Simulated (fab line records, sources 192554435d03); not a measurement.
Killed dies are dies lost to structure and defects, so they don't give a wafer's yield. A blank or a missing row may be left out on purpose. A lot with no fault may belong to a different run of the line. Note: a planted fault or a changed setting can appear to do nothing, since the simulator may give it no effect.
Chamber matching -- flow n5-finfet -- 3 sister chambers for N5_FIN_SAQP_ALD_61 on ald-sin-03
The step deposits SiO2, target thk 4 nm, pulse time 1 s, purge time 2 s. 3 wafers are shown with their chamber, then 5 later ones without.

## WAFERS PAIRED WITH THEIR CHAMBERS
wafer,chamber,heater-power-w (W)
L090.3,1,446
L090.6,2,438
L095.2,3,472

## WAFERS WITH NO CHAMBER GIVEN
wafer,heater-power-w (W)
L095.4,441
L096.1,438
L096.3,443
L097.1,431
L097.3,440

## THE CHAMBER EACH PASSED THROUGH
wafer,from the rows above,in truth
L095.4,can't be placed: 2 or 1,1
L096.1,2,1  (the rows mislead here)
L096.3,can't be placed: 1 or 2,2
L097.1,2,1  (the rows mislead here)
L097.3,can't be placed: 2 or 1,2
Correct placement for 0 of the 5. These rows do not allow placing 3 (true chamber among the candidates in 3). Wrongly placed: 2.
How it was worked out, from the rows above alone: a wafer's distance from a chamber is the root of the sum, over the readings, of the square of ((its reading less the chamber's mean) divided by the reading's scatter). If the next closest chamber is less than 2 further off than the closest, the wafer can't be placed; otherwise it belongs to the closest. Each chamber's mean is taken over the wafers shown for it. The scatter (one wafer shown for each chamber): square how far every hidden wafer sits from the nearest shown wafer, average those squares and take the square root.
